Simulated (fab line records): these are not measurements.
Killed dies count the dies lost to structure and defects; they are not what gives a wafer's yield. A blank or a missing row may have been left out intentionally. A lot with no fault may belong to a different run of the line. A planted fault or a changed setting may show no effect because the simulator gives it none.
fab line records | flow nand_harc
[record] lots = 13 wafers = 39 last_day = 25
route steps=1159 shown A_CHANNEL_FILL_D1@506 A_STAIRCASE@519 END@1159
lots with no fault: from the same line, run without faults
start_h: start of the lot's first displayed wafer, in hours after the record's first day | wait_h: hours elapsed since this lot's preceding step | " same as the row above | L1.1+2: a row that stands for several wafers | - no value, or no start given | * or withheld: withheld | < > ~ a bound
route shown NAME@n: a module of which the file shows steps, and the number in the route of the first | usual: mean/standard deviation of fault-free wafers | same: alike in all rows | chamber/n: place in a boat | sites: per-site readings | _std_site: how widely they spread, as a standard deviation | _edge_site: the outer-site mean with the inner-site mean subtracted | radius_mm: for every site, how far away it sits from the centre of the wafer | mask NAME#n: copy n | behind: the most recent tool/chamber to have shaped the wafer | hold: reason for holding the lot/hours on hold/outcome of the hold | device: whichever transistor did not switch (one of n, p or np) | end of line: the route-end tests of the same wafers | for a step that has no rows: nothing shown but its recipe | killed: at the first sort, the dies lost to defects and structure; wafer yield is something else | map: dies across one wafer; x = killed, . = not, _ = none there
set.NAME: the setting the step ran with; set.NAME@STEP: the setting that earlier step ran with | model.NAME: the simulator's own value behind a step, which no gauge read
route steps across a sampled set of lots; one table per step, one row per wafer
services: a tool's chamber out of use, with start hour (start_h, from the record's first day; less than 0 if before it), hours out, and reason
[[steps]]
[step NHARC_A_CHANNEL_FILL_D1_THK_MEAS_06]
[recipe] thk_meas_gauge = ellipsometry
[usual] thk_nm = 5.0/0.9
// columns lot.wafer tool chamber start_h wait_h thk_nm
L875.3 film_metro-02 - 230.53 0.4 4.2
L875.5 " - " " 5.2
L875.6 " - " " 5.0
L876.1 film_metro-02 - 238.89 0.4 4.1
L876.4 " - " " 4.0
L876.6 " - " " 6.3
L878.2 film_metro-01 - 238.89 0.4 3.8
L878.5 " - " " 5.5
L878.6 " - " " 6.1
L877.1 film_metro-01 - 242.69 0.4 5.3
L877.3 " - " " 4.1
L877.5 " - " " 6.1
L879.1 film_metro-01 - 248.99 0.4 6.6
L879.2 " - " " 4.6
L879.6 " - " " 6.1
L881.3 film_metro-01 - 255.45 0.4 4.3
L881.4 " - " " 6.7
L881.6 " - " " 6.8
L884.1 film_metro-02 - 279.60 0.4 5.0
L884.4 " - " " 4.3
L884.5 " - " " 4.1
L889.1 film_metro-01 - 317.38 0.4 4.3
L889.3 " - " " 6.1
L889.6 " - " " 5.3
L891.2 film_metro-02 - 317.38 0.4 3.2
L891.4 " - " " 5.2
L891.6 " - " " 5.6
L890.2 film_metro-01 - 325.58 0.4 3.6
L890.4 " - " " 4.6
L890.5 " - " " 6.3
L892.2 film_metro-02 - 325.58 0.4 3.4
L892.3 " - " " 4.2
L892.6 " - " " 4.9
L895.2 film_metro-02 - 335.93 0.4 4.6
L895.4 " - " " 4.5
L895.6 " - " " 4.7
L897.1 film_metro-02 - 362.10 0.4 4.5
L897.2 " - " " 3.4
L897.6 " - " " 4.4
[step NHARC_A_CHANNEL_FILL_D1_ETCHBACK_08]
[recipe] target_depth_a = 2200 time_s = 110 c4f8_flow_sccm = 20 ar_flow_sccm = withheld rf_w = 600 bias_w = 300 chemistry = C4F8
[usual] oes_product_au = 0.97/0.036 rf_vpp_V = 441.2/2.2
// columns lot.wafer tool chamber start_h wait_h oes_product_au rf_hours_counter_h rf_vpp_V
L875.3 rie_diel-06 2 - - 1.00 5 441.1
L875.6 " 0 " " 1.00 - 440.5
L875.5 " 1 " " 1.00 - 437.7
L878.2 rie_diel-07 3 - - 1.00 0 440.5
L878.5 " 1 " " 1.00 - 437.7
L878.6 " 3 " " 1.00 - 440.7
L876.4 rie_diel-03 0 - - 1.01 3 437.8
L876.1 " 1 " " 1.00 3 445.7
L876.6 " 2 " " 1.00 - 441.8
L877.3 rie_diel-03 0 - - 0.92 4 438.7
L877.1 " 1 " " 0.93 3 445.4
L877.5 " 3 " " 0.91 - 443.2
L879.1 rie_diel-03 0 - - 0.99 4 436.8
L879.2 " 1 " " 0.97 3 446.1
L879.6 " 0 " " 0.98 - 437.9
L881.4 rie_diel-06 2 - - 1.02 0 441.3
L881.3 " 3 " " 1.01 0 441.2
L881.6 " 3 " " 1.02 - 443.4
L884.4 rie_diel-07 1 - - 0.93 1 437.9
L884.1 " 2 " " 0.94 1 442.6
L884.5 " 0 " " 0.92 - 441.1
L889.1 rie_diel-06 0 - - 1.00 2 442.3
L889.3 " 1 " " 1.00 2 437.1
L889.6 " 0 " " 1.00 - 441.0
L891.2 rie_diel-07 0 - - 1.00 1 440.9
L891.6 " 2 " " 1.01 - 443.6
L891.4 " 3 " " 1.01 - 442.7
L892.3 rie_diel-06 0 - - 1.00 2 440.4
L892.2 " 2 " " 1.01 3 439.5
L892.6 " 1 " " 1.00 - 437.2
L890.2 rie_diel-07 0 - - 0.93 2 441.0
L890.4 " 1 " " 0.92 2 439.0
L890.5 " 3 " " 0.94 - 442.1
L895.4 rie_diel-06 3 - - 0.93 3 441.1
L895.2 " 1 " " 0.93 3 437.5
L895.6 " 2 " " 0.93 - 439.0
L897.1 rie_diel-07 3 - - 0.94 3 441.4
L897.2 " 1 " " 0.92 3 439.9
L897.6 " 3 " " 0.94 - 441.7
[step NHARC_A_CHANNEL_FILL_D1_STRIP_29]
[recipe] time_s = 20 o2_flow_sccm = 500 ar_flow_sccm = 0 bias_w = 0 chemistry = O2
[usual] drypump_motor_current_A = 5.7/0.51 oes_product_au = 1.003/0.0077 rf_vpp_V = 57.8/0.83 showerhead_plenum_p_Torr = 3.55/0.11 throttle_valve_pct = 17.037/0.009
[same] bias_w = 0
// columns lot.wafer tool chamber start_h wait_h drypump_motor_current_A oes_product_au rf_hours_counter_h rf_vpp_V showerhead_plenum_p_Torr throttle_valve_pct
L875.3 rie_diel-06 1 - - 5.8 1.008 6 57.7 3.35 17.024
L875.5 " 0 " " 4.8 0.999 - 58.2 3.54 17.038
L875.6 " 1 " " 5.8 1.006 - 55.6 3.35 17.034
L876.1 rie_diel-03 1 - - 5.6 1.001 3 57.6 3.76 17.031
L876.4 " 0 " " 5.4 0.993 3 57.6 3.34 17.036
L876.6 " 2 " " 5.4 1.004 - 58.6 3.66 17.030
L878.2 rie_diel-07 3 244.71 0.1 5.8 1.005 0 57.1 3.55 17.029
L878.5 " 3 " " 5.7 1.008 - 57.9 3.56 17.041
L878.6 " 1 " " 6.3 1.003 - 57.4 3.43 17.058
L877.3 rie_diel-03 2 - - 5.4 0.988 3 57.7 3.66 17.033
L877.1 " 1 " " 5.6 0.990 3 58.9 3.76 17.026
L877.5 " 3 " " 6.4 0.993 - 58.6 3.65 17.044
L879.2 rie_diel-03 3 - - 6.4 1.004 4 56.8 3.65 17.031
L879.1 " 1 " " 5.6 1.002 3 58.5 3.76 17.029
L879.6 " 2 " " 5.4 1.000 - 57.6 3.66 17.016
L881.4 rie_diel-06 2 - - 6.3 1.009 0 57.7 3.50 17.023
L881.3 " 0 " " 4.8 1.006 0 57.6 3.54 17.033
L881.6 " 3 " " 5.4 1.012 - 58.0 3.58 17.030
L884.1 rie_diel-07 3 - - 5.7 1.002 1 57.6 3.55 17.040
L884.4 " 0 " " 6.2 0.999 0 58.3 3.57 17.033
L884.5 " 2 " " 5.1 1.011 - 57.3 3.67 17.041
L889.1 rie_diel-06 1 - - 5.8 1.015 2 57.9 3.35 17.029
L889.3 " 0 " " 4.8 1.009 2 58.5 3.54 17.044
L889.6 " 1 " " 5.8 1.000 - 58.2 3.35 17.037
L891.2 rie_diel-07 2 323.19 0.1 5.1 1.014 2 58.3 3.67 17.034
L891.4 " 2 " " 5.1 1.008 - 58.5 3.67 17.051
L891.6 " 3 " " 5.8 1.009 - 58.0 3.55 17.031
L890.2 rie_diel-07 2 - - 5.1 1.008 2 59.3 3.67 17.046
L890.4 " 3 " " 5.7 1.005 2 57.1 3.55 17.027
L890.5 " 1 " " 6.3 0.995 - 57.4 3.43 17.049
L892.3 rie_diel-06 0 - - 4.8 1.001 2 57.0 3.54 17.042
L892.2 " 1 " " 5.8 1.009 2 56.9 3.35 17.033
L892.6 " 3 " " 5.4 1.008 - 59.4 3.58 17.041
L895.4 rie_diel-06 1 - - 5.8 1.006 3 57.2 3.35 17.035
L895.2 " 3 " " 5.4 1.004 3 57.7 3.58 17.038
L895.6 " 1 " " 5.8 1.011 - 57.9 3.35 17.047
L897.1 rie_diel-07 2 - - 5.1 1.008 3 57.8 3.67 17.037
L897.2 " 3 " " 5.7 1.003 3 56.8 3.55 17.033
L897.6 " 2 " " 5.1 1.009 - 58.2 3.67 17.031
[step NHARC_A_STAIRCASE_DEP_156]
[recipe] target_thk_a = 500 temp_c = 400 target_thk_nm = 50 flow_sccm = 200 rf_w = 450 material = SiNx
[usual] heater_power_w = 764/97 rf_fwd_power_W = 448.2/1.4
// columns lot.wafer tool chamber start_h wait_h heater_power_w rf_fwd_power_W
L875.3 pecvd-04 2 243.10 0.5 776 448.0
L875.6 " 0 " " 830 445.3
L875.5 " 1 " " 768 447.4
L876.1 pecvd-04 0 251.12 0.1 821 445.7
L876.6 " 1 " " 763 450.3
L876.4 " 2 " " 657 447.1
L878.2 pecvd-02 1 251.32 0.1 686 446.9
L878.5 " 2 " " 779 449.5
L878.6 " 1 " " 677 448.1
L877.3 pecvd-02 1 255.25 0.1 628 450.0
L877.1 " 0 " " 712 449.6
L877.5 " 1 " " 640 449.0
L879.1 pecvd-04 1 262.28 0.5 785 448.9
L879.2 " 0 " " 725 448.0
L879.6 " 0 " " 706 447.7
L881.4 pecvd-01 1 267.63 0.2 1104 447.1
L881.3 " 2 " " 758 447.8
L881.6 " 1 " " 1066 448.7
L884.1 pecvd-02 2 292.79 0.1 871 377.8
L884.5 " 0 " " 733 448.5
L884.4 " 1 " " 624 445.4
L889.1 pecvd-01 2 329.47 0.1 695 446.3
L889.3 " 2 " " 693 446.6
L889.6 " 1 " " 964 449.3
L891.2 pecvd-04 1 329.65 0.2 730 449.8
L891.6 " 0 " " 849 448.5
L891.4 " 2 " " 764 449.3
L892.3 pecvd-04 1 337.82 0.1 772 449.5
L892.2 " 0 " " 764 446.5
L892.6 " 0 " " 770 446.4
L890.2 pecvd-04 2 337.99 0.1 792 449.6
L890.5 " 2 " " 769 448.0
L890.4 " 1 " " 761 449.9
L895.2 pecvd-01 2 348.22 0.1 741 450.0
L895.4 " 2 " " 752 450.9
L895.6 " 1 " " 1006 446.5
L897.1 pecvd-02 1 374.13 0.1 601 447.9
L897.2 " 2 " " 824 446.6
L897.6 " 0 " " 713 446.2
[step NHARC_END_SORT_01]
[recipe] temp_c = 25
[usual] killed_at_array = 25/9.8 killed_at_other = 0.8/1.1 killed_at_periphery = 3.3/2.1 killed_dies = 29/10 killed_open = 3.3/1.8 killed_short = 1.9/1.4
[same] gross_dies = 677
// columns lot.wafer tool chamber start_h wait_h killed_at_array killed_at_other killed_at_periphery killed_dies killed_open killed_short
L881.3 prober-01 0 485.13 3.1 20 0 5 25 3 6
L881.4 prober-01 0 485.93 3.4 15 0 3 18 3 0
L881.6 prober-01 0 487.52 4.0 15 1 1 17 3 4
L884.4 prober-02 0 504.45 3.4 17 1 1 19 3 2
L897.1 prober-01 0 587.17 2.5 23 0 2 25 2 1
L897.2 prober-01 0 587.96 2.8 12 0 0 12 0 0
L897.6 prober-01 0 591.12 4.0 23 0 2 25 3 3
// killed by level:class
L881.3 A_CHANNEL_HOLE_D1:chamber_film_flake=10 A_WL_FILL:geometric_particle:short=3 A_ONON_D1:geometric_particle:short=2 P_ZERO_WELL:chamber_film_flake=2 A_CONTACT:chamber_film_flake=2 P_STI:geometric_particle:open=1 P_M0:geometric_particle:short=1 A_WL_FILL:geometric_particle:open=1
L881.4 A_CHANNEL_HOLE_D1:chamber_film_flake=8 P_ZERO_WELL:chamber_film_flake=3 A_STAIRCASE:chamber_film_flake=2 A_ONON_D1:geometric_particle:open=1 A_CONTACT:geometric_particle:open=1 A_BLC:geometric_particle:open=1 A_WL_FILL:chamber_film_flake=1 A_CONTACT:chamber_film_flake=1
L881.6 A_CHANNEL_HOLE_D1:chamber_film_flake=6 A_CONTACT:chamber_film_flake=2 P_M1:geometric_particle:short=1 A_SOURCE_PLATE:geometric_particle:short=1 A_CHANNEL_FILL_D1:geometric_particle:open=1 A_WL_FILL:geometric_particle:open=1 A_WL_FILL:geometric_particle:short=1 A_M0:geometric_particle:short=1
L884.4 A_CHANNEL_HOLE_D1:chamber_film_flake=3 A_SGD_CUT:chamber_film_flake=3 A_CONTACT:chamber_film_flake=3 A_STAIRCASE:chamber_film_flake=2 A_CHANNEL_FILL_D1:geometric_particle:open=1 A_WL_FILL:geometric_particle:short=1 A_CONTACT:geometric_particle:open=1 A_M0:geometric_particle:open=1
L897.1 A_CHANNEL_HOLE_D1:chamber_film_flake=7 A_STAIRCASE:chamber_film_flake=6 A_CONTACT:chamber_film_flake=6 A_CHANNEL_FILL_D1:geometric_particle:open=1 A_WL_FILL:geometric_particle:short=1 A_WL_FILL:geometric_particle:open=1 P_GATE:chamber_film_flake=1 P_BONDPAD:chamber_film_flake=1
L897.2 A_CHANNEL_HOLE_D1:chamber_film_flake=6 A_STAIRCASE:chamber_film_flake=3 A_CONTACT:chamber_film_flake=2 A_CHANNEL_FILL_D1:chamber_film_flake=1
L897.6 A_CHANNEL_HOLE_D1:chamber_film_flake=9 A_STAIRCASE:chamber_film_flake=4 A_CHANNEL_FILL_D1:chamber_film_flake=3 A_WL_FILL:geometric_particle:open=2 P_M2:geometric_particle:short=1 A_CONTACT:geometric_particle:short=1 A_CONTACT:geometric_particle:open=1 A_BLC:geometric_particle:short=1
[[services]]
// columns tool chamber start_h hours kind
rie_diel-03 - 215.33 9.0 pm
rie_diel-06 0 220.21 - clean
rie_diel-06 1 220.21 - clean
rie_diel-06 2 220.21 - clean
rie_diel-06 3 220.21 - clean
rie_diel-07 - 228.20 9.0 pm
rie_diel-07 0 228.20 45.0 vent_cycle
rie_diel-07 1 228.20 9.0 vent_cycle
rie_diel-07 2 228.20 9.0 vent_cycle
rie_diel-07 3 228.20 9.0 vent_cycle
pecvd-01 2 228.91 5.2 repair
pecvd-04 2 229.12 7.9 repair
pecvd-01 - 237.14 13.0 pm
rie_diel-07 1 237.20 - clean
rie_diel-07 2 237.20 - clean
rie_diel-06 - 241.20 9.0 pm
pecvd-04 1 286.35 13.8 repair
pecvd-04 - 288.78 0.7 repair
pecvd-02 2 296.48 7.5 repair
rie_diel-03 1 303.35 6.5 repair
rie_diel-07 1 320.46 6.3 repair
pecvd-02 - 334.17 13.0 pm
rie_diel-06 2 359.77 3.6 repair
rie_diel-06 3 361.06 7.5 repair
[[key]]
[first_sign] step = NHARC_A_STAIRCASE_DEP_156 reading = rf_fwd_power_W direction = down sigmas = 49 usual = * struck = *
effect none on later readings
met_at NHARC_A_STAIRCASE_DEP_156
struck_lots L884
struck_wafers L884.1
tester_left_out L884
not_acting_at NHARC_A_CHANNEL_FILL_D1_THK_MEAS_06,NHARC_A_CHANNEL_FILL_D1_ETCHBACK_08,NHARC_A_CHANNEL_FILL_D1_STRIP_29
onset_between 251.32 292.79
[fault] kind = process_parameter_drift tool = pecvd-02 chamber = 2 onset_h = 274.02 steps = NHARC_A_STAIRCASE_DEP_156 channel = rf_w offset = * shape = step end_h = 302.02 acts_in = * stated = *
// tester_left_out: of these lots the tester's yield and bins aren't shown, on N5 and GAA mostly nor the transistor test; their killed dies are dies lost to structure and defects alone, not to doping, threshold or leakage, so they don't give the yield
